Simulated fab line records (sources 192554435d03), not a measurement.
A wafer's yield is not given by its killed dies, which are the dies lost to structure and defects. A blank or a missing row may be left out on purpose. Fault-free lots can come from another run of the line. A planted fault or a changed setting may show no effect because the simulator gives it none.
Split-lot experiment || flow n5 finfet || 39 wafers read across 7 lots, on a route 1938 steps long

THE SPLIT ITSELF
At N5_BEOL_M0_SAQP_SPACER2_ALD_26 (deposits SiO2, target thk 15 nm, pulse time 1 s, purge time 2 s), the setting target thk a was moved away from the recipe's 150 angstrom on 15 of the 39 wafers read, by -19.5% to +55.6%. For the rest of the wafers, this setting stayed at what the recipe calls for.

FROM THE SPLIT TO THE READING: what the file shows between them, 2 steps
- N5_BEOL_M0_SAQP_SPACER2_ETCHBACK_27: etches SiO2 in CHF3/O2, target depth 22.5 nm, time 11.25 s
- N5_BEOL_M0_SAQP_MANDREL2_REMOVE_110: chemistry HBr/Cl2/O2, target a-Si, stops on SiCN, bt time 10 s

THE READING
Shown in nm: cd nm at N5_BEOL_M0_SAQP_CD_MEAS_29, with target cd 14.4 nm. A value of 15.02 nm with a standard deviation of 0.24 nm is what fault-free wafers of this fab line usually give.

{"wafer": "L074.1", "tool, chamber at the split": "ald sin-02, 3", "target thk a as run, angstrom": 150, "against the recipe": "recipe", "cd nm, nm": 15.52, "against lot-mates on the recipe": "-"}
{"wafer": "L074.2", "tool, chamber at the split": "ald sin-02, 0", "target thk a as run, angstrom": 150, "against the recipe": "recipe", "cd nm, nm": 14.81, "against lot-mates on the recipe": "-"}
{"wafer": "L074.3", "tool, chamber at the split": "ald sin-02, 1,2,1", "target thk a as run, angstrom": 220.2, "against the recipe": "+46.8%", "cd nm, nm": 22.34, "against lot-mates on the recipe": "+7.27"}
{"wafer": "L074.4", "tool, chamber at the split": "ald sin-02, 1,2,1", "target thk a as run, angstrom": 220.2, "against the recipe": "+46.8%", "cd nm, nm": 22.31, "against lot-mates on the recipe": "+7.24"}
{"wafer": "L074.5", "tool, chamber at the split": "ald sin-02, 1,2,1", "target thk a as run, angstrom": 220.2, "against the recipe": "+46.8%", "cd nm, nm": 22.18, "against lot-mates on the recipe": "+7.11"}
{"wafer": "L074.6", "tool, chamber at the split": "ald sin-02, 0", "target thk a as run, angstrom": 150, "against the recipe": "recipe", "cd nm, nm": 14.89, "against lot-mates on the recipe": "-"}
{"wafer": "L075.1", "tool, chamber at the split": "ald sin-03, 2,1,1", "target thk a as run, angstrom": 150, "against the recipe": "recipe", "cd nm, nm": 15.35, "against lot-mates on the recipe": "-"}
{"wafer": "L075.3", "tool, chamber at the split": "ald sin-03, 2,1,1", "target thk a as run, angstrom": 150, "against the recipe": "recipe", "cd nm, nm": 14.60, "against lot-mates on the recipe": "-"}
{"wafer": "L075.6", "tool, chamber at the split": "ald sin-03, 2,1,1", "target thk a as run, angstrom": 150, "against the recipe": "recipe", "cd nm, nm": 14.90, "against lot-mates on the recipe": "-"}
{"wafer": "L077.1", "tool, chamber at the split": "ald sin-03, 1,2,0", "target thk a as run, angstrom": 150, "against the recipe": "recipe", "cd nm, nm": 14.97, "against lot-mates on the recipe": "-"}
{"wafer": "L077.2", "tool, chamber at the split": "ald sin-03, 1,2,0", "target thk a as run, angstrom": 150, "against the recipe": "recipe", "cd nm, nm": 14.82, "against lot-mates on the recipe": "-"}
{"wafer": "L077.3", "tool, chamber at the split": "ald sin-03, 0,1,2", "target thk a as run, angstrom": 215.7, "against the recipe": "+43.8%", "cd nm, nm": 21.44, "against lot-mates on the recipe": "+6.59"}
{"wafer": "L077.4", "tool, chamber at the split": "ald sin-03, 1,2,0", "target thk a as run, angstrom": 150, "against the recipe": "recipe", "cd nm, nm": 14.75, "against lot-mates on the recipe": "-"}
{"wafer": "L077.5", "tool, chamber at the split": "ald sin-03, 0,1,2", "target thk a as run, angstrom": 215.7, "against the recipe": "+43.8%", "cd nm, nm": 21.52, "against lot-mates on the recipe": "+6.67"}
{"wafer": "L077.6", "tool, chamber at the split": "ald sin-03, 0,1,2", "target thk a as run, angstrom": 215.7, "against the recipe": "+43.8%", "cd nm, nm": 21.40, "against lot-mates on the recipe": "+6.55"}
{"wafer": "L084.1", "tool, chamber at the split": "ald sin-02, 2,0,3", "target thk a as run, angstrom": 120.8, "against the recipe": "-19.5%", "cd nm, nm": 11.82, "against lot-mates on the recipe": -3.37}
{"wafer": "L084.2", "tool, chamber at the split": "ald sin-02, 1,2", "target thk a as run, angstrom": 150, "against the recipe": "recipe", "cd nm, nm": 15.27, "against lot-mates on the recipe": "-"}
{"wafer": "L084.3", "tool, chamber at the split": "ald sin-02, 3", "target thk a as run, angstrom": 150, "against the recipe": "recipe", "cd nm, nm": 15.53, "against lot-mates on the recipe": "-"}
{"wafer": "L084.4", "tool, chamber at the split": "ald sin-02, 2,0,3", "target thk a as run, angstrom": 120.8, "against the recipe": "-19.5%", "cd nm, nm": 12.49, "against lot-mates on the recipe": -2.70}
{"wafer": "L084.5", "tool, chamber at the split": "ald sin-02, 1,2", "target thk a as run, angstrom": 150, "against the recipe": "recipe", "cd nm, nm": 14.78, "against lot-mates on the recipe": "-"}
{"wafer": "L084.6", "tool, chamber at the split": "ald sin-02, 2,0,3", "target thk a as run, angstrom": 120.8, "against the recipe": "-19.5%", "cd nm, nm": 12.76, "against lot-mates on the recipe": -2.43}
{"wafer": "L087.1", "tool, chamber at the split": "ald sin-02, 1,2,0", "target thk a as run, angstrom": 150, "against the recipe": "recipe", "cd nm, nm": 15.11, "against lot-mates on the recipe": "-"}
{"wafer": "L087.2", "tool, chamber at the split": "ald sin-02, 1,2,0", "target thk a as run, angstrom": 150, "against the recipe": "recipe", "cd nm, nm": 14.55, "against lot-mates on the recipe": "-"}
{"wafer": "L087.3", "tool, chamber at the split": "ald sin-02, 1,2,0", "target thk a as run, angstrom": 150, "against the recipe": "recipe", "cd nm, nm": 15.08, "against lot-mates on the recipe": "-"}
{"wafer": "L087.4", "tool, chamber at the split": "ald sin-02, 3,3,0", "target thk a as run, angstrom": 150, "against the recipe": "recipe", "cd nm, nm": 15.18, "against lot-mates on the recipe": "-"}
{"wafer": "L087.5", "tool, chamber at the split": "ald sin-02, 3,3,0", "target thk a as run, angstrom": 150, "against the recipe": "recipe", "cd nm, nm": 15.12, "against lot-mates on the recipe": "-"}
{"wafer": "L087.6", "tool, chamber at the split": "ald sin-02, 3,3,0", "target thk a as run, angstrom": 150, "against the recipe": "recipe", "cd nm, nm": 15.11, "against lot-mates on the recipe": "-"}
{"wafer": "L090.1", "tool, chamber at the split": "ald sin-02, 2,3,3", "target thk a as run, angstrom": 233.4, "against the recipe": "+55.6%", "cd nm, nm": 22.97, "against lot-mates on the recipe": "+7.99"}
{"wafer": "L090.2", "tool, chamber at the split": "ald sin-02, 2,3,3", "target thk a as run, angstrom": 233.4, "against the recipe": "+55.6%", "cd nm, nm": 23.43, "against lot-mates on the recipe": "+8.45"}
{"wafer": "L090.3", "tool, chamber at the split": "ald sin-02, 1,0,2", "target thk a as run, angstrom": 150, "against the recipe": "recipe", "cd nm, nm": 15.06, "against lot-mates on the recipe": "-"}
{"wafer": "L090.4", "tool, chamber at the split": "ald sin-02, 1,0,2", "target thk a as run, angstrom": 150, "against the recipe": "recipe", "cd nm, nm": 14.85, "against lot-mates on the recipe": "-"}
{"wafer": "L090.5", "tool, chamber at the split": "ald sin-02, 2,3,3", "target thk a as run, angstrom": 233.4, "against the recipe": "+55.6%", "cd nm, nm": 23.74, "against lot-mates on the recipe": "+8.76"}
{"wafer": "L090.6", "tool, chamber at the split": "ald sin-02, 1,0,2", "target thk a as run, angstrom": 150, "against the recipe": "recipe", "cd nm, nm": 15.03, "against lot-mates on the recipe": "-"}
{"wafer": "L094.1", "tool, chamber at the split": "ald sin-02, 0,3,3", "target thk a as run, angstrom": 150, "against the recipe": "recipe", "cd nm, nm": 14.57, "against lot-mates on the recipe": "-"}
{"wafer": "L094.2", "tool, chamber at the split": "ald sin-02, 2,1", "target thk a as run, angstrom": 214, "against the recipe": "+42.7%", "cd nm, nm": 21.40, "against lot-mates on the recipe": "+6.61"}
{"wafer": "L094.3", "tool, chamber at the split": "ald sin-02, 0,3,3", "target thk a as run, angstrom": 150, "against the recipe": "recipe", "cd nm, nm": 14.89, "against lot-mates on the recipe": "-"}
{"wafer": "L094.4", "tool, chamber at the split": "ald sin-02, 2,1", "target thk a as run, angstrom": 214, "against the recipe": "+42.7%", "cd nm, nm": 21.38, "against lot-mates on the recipe": "+6.59"}
{"wafer": "L094.5", "tool, chamber at the split": "ald sin-02, 0", "target thk a as run, angstrom": 214, "against the recipe": "+42.7%", "cd nm, nm": 21.13, "against lot-mates on the recipe": "+6.34"}
{"wafer": "L094.6", "tool, chamber at the split": "ald sin-02, 0,3,3", "target thk a as run, angstrom": 150, "against the recipe": "recipe", "cd nm, nm": 14.92, "against lot-mates on the recipe": "-"}
When a row names more than one chamber, that row covers several wafers, and the file does not tell which wafer ran in which chamber.

FIT RESULTS
A straight line over all 39 wafers: cd nm changes by +0.149 nm for each +1% of target thk a; r = +1.00; the points scatter about the line by 0.28 nm.
The same after taking each lot's own level away (the mean of its wafers on the recipe; 39 wafers): +0.151 nm for each +1%; r = +1.00; scatter 0.24 nm.
The reading moves by 8.4 nm for the largest change in target thk a, on that fit.
Across the lots, their own levels run from 14.793 to 15.193 nm, a range of 1.7 times the standard deviation given above.
So the lot-to-lot level changes the slope little: the two slopes agree.
Check: for one of the wafers moved furthest among these (+55.6%), held out of the fit, the line's prediction against its lot-mates is +8.49 nm. It came out at +7.99 nm against them.

FURTHER SPLITS ON THESE WAFERS
Note: prior to the reading, these wafers also went through further splits. Each is held against what the fit with the lots' levels taken away leaves over:
{"other split on the same wafers": "N5_PMOS_HMC_CHANNEL_EPI_DEVELOP_08 develop time s", "wafers away from the commonest value": 12, "r with cd nm (lot level and that fit taken away)": -0.19}
{"other split on the same wafers": "N5_HKMG_FIN_HK_ALD_01 ald cycles", "wafers away from the commonest value": 12, "r with cd nm (lot level and that fit taken away)": "+0.05"}

THE WHOLE CHAIN: every reading that the file lists as answering this split, in the file's order
{"step": "N5_BEOL_M0_SAQP_SPACER2_ALD_26", "what it does": "deposits SiO2, target thk 15 nm, pulse time 1 s, purge time 2 s", "reading": "SiO2_of_BEOL_M0_SAQP_SPACER2_ALD_26.thk nm (the simulator's own value, which no gauge read)", "change (the file's fit)": "+0.149 nm for each +1% of the setting", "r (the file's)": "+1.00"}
{"step": "N5_BEOL_M0_SAQP_MANDREL2_REMOVE_110", "what it does": "chemistry HBr/Cl2/O2, target a-Si, stops on SiCN, bt time 10 s", "reading": "BEOL_M0_SAQP.cd nm (the simulator's own value, which no gauge read)", "change (the file's fit)": "+0.15 nm for each +1% of the setting", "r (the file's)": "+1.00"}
{"step": "N5_BEOL_M0_SAQP_CD_MEAS_29", "what it does": "target cd 14.4 nm", "reading": "cd nm", "change (the file's fit)": "+0.152 nm for each +1% of the setting", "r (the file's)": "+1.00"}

FILE'S OWN FIT
cd nm changes by +0.152 nm for each +1% of target thk a, r = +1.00.
